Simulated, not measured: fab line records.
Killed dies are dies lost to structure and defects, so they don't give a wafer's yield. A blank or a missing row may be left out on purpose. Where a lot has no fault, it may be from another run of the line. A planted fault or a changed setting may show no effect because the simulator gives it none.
A struck lot beside a sound one | flow nand_harc | 15 out of 1159 route steps
Sound: these wafers, L493.3, L493.4, L493.6. Struck: wafer L507.1 (L507.4, L507.5, from the same lot, were not struck and are left out); the cause is given at the end.
Per side, at each step with rows, come the tool, then ch with its chambers, and then its first start. Under that, the readings that differ: sound wafers | struck wafers | difference of the means | sigmas: that difference in standard deviations of wafers without a fault.
alike: a reading whose means differ by less than 2 such deviations, as well as words and numbers matching on both sides. not compared: withheld readings; readings where some wafer has no value; bounds like >300 that might hide an equal value; numbers whose values overlap and for which the record gives no deviation.
Wherever a step has rows on one side only, a row that says differs or no value, or a row with sigmas, the two part there. Numbers that don't overlap but have no deviation are shown without sigmas and don't part them. Lack of a reading on every wafer of one side parts them only where that side has two or more wafers.

first, 7 steps without rows for these wafers: NHARC_A_M0_COAT_33 (time 65 s); NHARC_A_M0_COAT_03 (resist thk 90 nm); NHARC_A_M0_SOFTBAKE_04 (time 55 s); NHARC_A_M0_EBR_05; NHARC_A_M0_EXPOSE_06 (exposes mask A M0, target cd 80 nm); NHARC_A_M0_PEB_07 (peb time 65 s); NHARC_A_M0_DEVELOP_08 (develop time 35 s).
NHARC_A_M0_CD_MEAS_09: target cd 80 nm.
  sound on cd_sem-01 ch 0, day 17 21:16; struck on cd_sem-03 ch 0, day 21 16:53
  alike: cd_nm
NHARC_A_M0_OVL_MEAS_10: pitch 160 nm.
  sound: overlay-02 at day 17 21:22; struck: overlay-01 at day 21 17:00
  reading           | sound       | struck | difference | sigmas
  overlay_x_nm (nm) | 0.3 0.0 0.1 | -1.5   | -1.6       | -2
  alike: overlay_y_nm
NHARC_A_M0_INSPECT_11:
  sound: defect_inspect-02 at day 17 21:24; struck: defect_inspect-02 at day 21 17:02
  reading          | sound    | struck | difference | sigmas
  raw_defect_count | 16 13 22 | 51     | +34        | +2
NHARC_A_M0_DESCUM_14: chemistry O2, time 3 s.
  sound on rie_diel-13 ch 0,1,2, day 17 21:28; struck on rie_diel-13 ch 1, day 21 17:06
  alike: drypump_motor_current_A, oes_product_au, rf_vpp_V, showerhead_plenum_p_Torr, throttle_valve_pct
  not compared: rf_hours_counter_h
NHARC_A_M0_ETCH_34: etches the open film in N2/H2, target depth 40 nm, overetch 12 nm, time 43.94 s.
  sound on rie_diel-13 ch 0,1,2, day 17 21:33; struck on rie_diel-13 ch 3, day 21 17:11
  reading                         | sound          | struck | difference | sigmas
  showerhead_plenum_p_Torr (Torr) | 2.18 2.09 2.19 | 1.92   | -0.23      | -2
  alike: bias_w, drypump_motor_current_A, h2_flow_sccm, oes_product_au, rf_vpp_V, throttle_valve_pct
  not compared: rf_hours_counter_h
NHARC_A_M0_ETCH_15: etches the open film in C4F8/Ar, target depth 150 nm, overetch 15 nm, time 82.5 s.
  sound on rie_diel-13 ch 0,1, day 17 21:38; struck on rie_diel-13 ch 1, day 21 17:16
  alike: bias_w, oes_product_au, rf_vpp_V
  not compared: rf_hours_counter_h
NHARC_A_M0_CD_MEAS_16:
  sound: cd_sem-02 at day 17 21:46; struck: cd_sem-03 at day 21 17:23
  alike: cd_nm
NHARC_END_SORT_01:
  the record has rows for the struck wafers here (prober-02 ch 0, day 23 04:24) and none for the sound ones

WHERE THEY PART
First at NHARC_A_M0_OVL_MEAS_10; last, within this record, at NHARC_END_SORT_01.

WHY: what the simulator had put in
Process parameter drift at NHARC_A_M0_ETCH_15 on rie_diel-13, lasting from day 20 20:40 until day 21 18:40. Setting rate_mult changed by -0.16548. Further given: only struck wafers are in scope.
